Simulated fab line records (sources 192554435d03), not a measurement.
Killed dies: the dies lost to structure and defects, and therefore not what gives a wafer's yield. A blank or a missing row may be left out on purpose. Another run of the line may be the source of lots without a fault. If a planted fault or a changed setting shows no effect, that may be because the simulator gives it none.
Matching of chambers | flow n5 finfet | 4 sister chambers for N5_FIN_SAQP_MANDREL_ETCH_58 on rie si-05
The step etches a-Si in HBr/Cl2, stops on SiNx, target depth 45 nm, bt time 10 s, time 27 s. 18 wafers are shown with their chamber, then 9 later ones without.

## EACH WAFER AND ITS CHAMBER
wafer  | chamber | throttle valve pct (%) | drypump motor current A (A) | rf fwd power W (W)
L078.2 | 2       | 35.62                  | 6.2                         | 789
L078.4 | 3       | 35.38                  | 6.1                         | 791
L078.6 | 3       | 35.37                  | 6.1                         | 792
L079.1 | 2       | 35.60                  | 6.2                         | 789
L079.2 | 0       | 35.60                  | 6.0                         | 797
L079.3 | 1       | 35.24                  | 6.8                         | 793
L079.4 | 3       | 35.37                  | 6.1                         | 800
L079.5 | 3       | 35.38                  | 6.1                         | 792
L079.6 | 2       | 35.58                  | 6.1                         | 788
L087.1 | 2       | 35.60                  | 6.1                         | 791
L087.3 | 3       | 35.37                  | 6.1                         | 793
L087.6 | 0       | 35.59                  | 6.0                         | 796
L088.1 | 0       | 35.60                  | 6.0                         | 797
L088.4 | 3       | 35.38                  | 6.1                         | 795
L088.6 | 0       | 35.59                  | 6.0                         | 794
L089.1 | 0       | 35.59                  | 6.1                         | 794
L089.5 | 3       | 35.38                  | 6.1                         | 800
L089.6 | 0       | 35.57                  | 6.0                         | 795

SIGNATURES (means of the wafers above)
reading                 | chamber 0 | chamber 1 | chamber 2 | chamber 3 | scatter within a chamber
throttle valve pct      | 35.5900   | 35.2400   | 35.6000   | 35.3757   | 0.0106
drypump motor current A | 6.017     | 6.800     | 6.150     | 6.100     | 0.0362
rf fwd power W          | 795.50    | 793.00    | 789.25    | 794.71    | 2.69
Rule: a wafer's distance from a chamber is the root of the sum, over the readings, of the square of ((its reading less the chamber's mean) divided by the reading's scatter). The wafer belongs to the nearest chamber; if the next one is less than 2 further off, it can't be placed. The scatter: take each reading less its chamber's mean, square it, sum over the shown wafers, divide by the number of wafers less the number of chambers, and take the root.

## WAFERS WITH NO CHAMBER GIVEN
wafer  | throttle valve pct (%) | drypump motor current A (A) | rf fwd power W (W)
L092.1 | 35.25                  | 6.8                         | 791
L092.2 | 35.61                  | 6.1                         | 792
L092.4 | 35.59                  | 6.1                         | 794
L093.1 | 35.58                  | 6.1                         | 794
L093.3 | 35.60                  | 6.1                         | 791
L093.4 | 35.56                  | 6.1                         | 793
L096.1 | 35.59                  | 6.1                         | 793
L096.4 | 35.36                  | 6.1                         | 793
L096.5 | 35.21                  | 6.8                         | 792

## WHICH CHAMBER EACH WENT THROUGH
wafer  | from the rows above     | in truth
L092.1 | 1                       | 1
L092.2 | can't be placed: 2 or 0 | 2
L092.4 | can't be placed: 0 or 2 | 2
L093.1 | can't be placed: 0 or 2 | 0
L093.3 | can't be placed: 2 or 0 | 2
L093.4 | can't be placed: 0 or 2 | 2
L096.1 | can't be placed: 2 or 0 | 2
L096.4 | 3                       | 3
L096.5 | 1                       | 1
Correct placement for 3 of the 9. These rows do not allow placing 6 (true chamber among the candidates in 6). Wrongly placed: 0.
